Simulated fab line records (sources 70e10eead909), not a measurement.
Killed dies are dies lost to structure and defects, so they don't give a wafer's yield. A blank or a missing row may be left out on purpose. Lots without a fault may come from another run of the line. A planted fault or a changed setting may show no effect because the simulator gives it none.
Struck lot and sound lot, side by side / flow nand_harc / 14 out of 1302 route steps
Sound: the wafers L372.2, L372.3, L372.5. Wafers L370.2, L370.4, L370.5 were the ones struck. Last of all comes the cause.
Each step with rows lists, per side, the tool, then ch with its chambers, then its first start. Under that, the readings that differ: sound wafers / struck wafers / difference of the means / sigmas: that difference in standard deviations of wafers without a fault.
alike: words and numbers the same on both sides, and readings whose means are apart by under 2 such deviations; not compared: readings that were withheld, readings missing a value for some wafer, numbers with overlapping values and no deviation given by the record, and bounds like >300 which may hide the same value.
A row with sigmas, a row that says differs or no value, or rows on one side alone: a step with any of these is where the two part. When numbers do not overlap yet have no deviation, they are printed without sigmas and do not part them. A reading that every wafer of one side lacks parts them only if that side has two wafers or more.

NHARC_A_M1_DESCUM_14: chemistry O2, time 3 s.
  sound on rie_diel-12 ch 0,1, day 32 02:34; struck on rie_diel-12 ch 1,2,3, day 31 15:11
  alike: drypump_motor_current_A, oes_product_au, rf_vpp_V, showerhead_plenum_p_Torr, throttle_valve_pct
  not compared: rf_hours_counter_h
NHARC_A_M1_ETCH_35: etches the open film in N2/H2, target depth 40 nm, overetch 12 nm, time 43.94 s.
  sound on rie_diel-12 ch 0,1,2, day 32 02:40; struck on rie_diel-12 ch 0,1, day 31 15:15
  alike: drypump_motor_current_A, oes_product_au, rf_vpp_V, showerhead_plenum_p_Torr, throttle_valve_pct
  not compared: rf_hours_counter_h
then, 1 step without rows for these wafers: NHARC_A_M1_ETCH_15 (etches the open film in C4F8/Ar, target depth 182.5 nm, time 91.2 s).
NHARC_A_M1_CD_MEAS_16:
  sound: cd_sem-03 at day 32 02:53; struck: cd_sem-01 at day 31 15:29
  alike: cd_nm
then, 1 step without rows for these wafers: NHARC_A_M1_STRIP_18 (strips in N2/H2).
NHARC_A_M1_ETCH_28: etches the open film in CF4/N2, target depth 30 nm, time 72.99 s.
  sound on rie_diel-04 ch 0,1,2; struck on rie_diel-02 ch 0,1,2
reading=drypump_motor_current_A (A); sound=4.9 5.0 5.4; struck=6.0 6.3 5.6; difference=+0.9; sigmas=+2
  alike: oes_product_au, rf_vpp_V, showerhead_plenum_p_Torr, throttle_valve_pct
  not compared: rf_hours_counter_h
then, 3 steps without rows for these wafers: NHARC_A_M1_STRIP_19 (strips in post etch residue remover, time 600 s); NHARC_A_M1_DEGAS_29 (time 60 s); NHARC_A_M1_PRE_CLEAN_30 (time 30 s).
NHARC_A_M1_PVD_20: deposits TaN, target thk 5 nm, time 8.06 s.
  sound on pvd_sputter-01; struck on pvd_sputter-02
  alike: bias_v, throttle_valve_pct
NHARC_A_M1_PVD_21: deposits Cu, target thk 30 nm, time 20.49 s.
  sound on pvd_sputter-01; struck on pvd_sputter-02
  alike: throttle_valve_pct
then, 1 step without rows for these wafers: NHARC_A_M1_ECD_22 (material Cu, target thk 400 nm).
NHARC_A_M1_ANNEAL_31: time 90 s.
  sound on rtp_anneal-01 ch 0, day 32 04:23; struck on rtp_anneal-02, day 31 17:07
  no value came back on the struck wafers for anneal_temp_c (C), anneal_temp_c_max, wafer_temp_C_max; on the sound wafers anneal_temp_c (C) reads 225.23 224.92 225.18
then, 1 step without rows for these wafers: NHARC_A_M1_CMP_23 (polishes, t overpolish 20 s, target thk 154.34 nm).

== WHERE THEY PART ==
First at NHARC_A_M1_ETCH_28; last, within this record, at NHARC_A_M1_ANNEAL_31.

WHY: what the simulator had put in
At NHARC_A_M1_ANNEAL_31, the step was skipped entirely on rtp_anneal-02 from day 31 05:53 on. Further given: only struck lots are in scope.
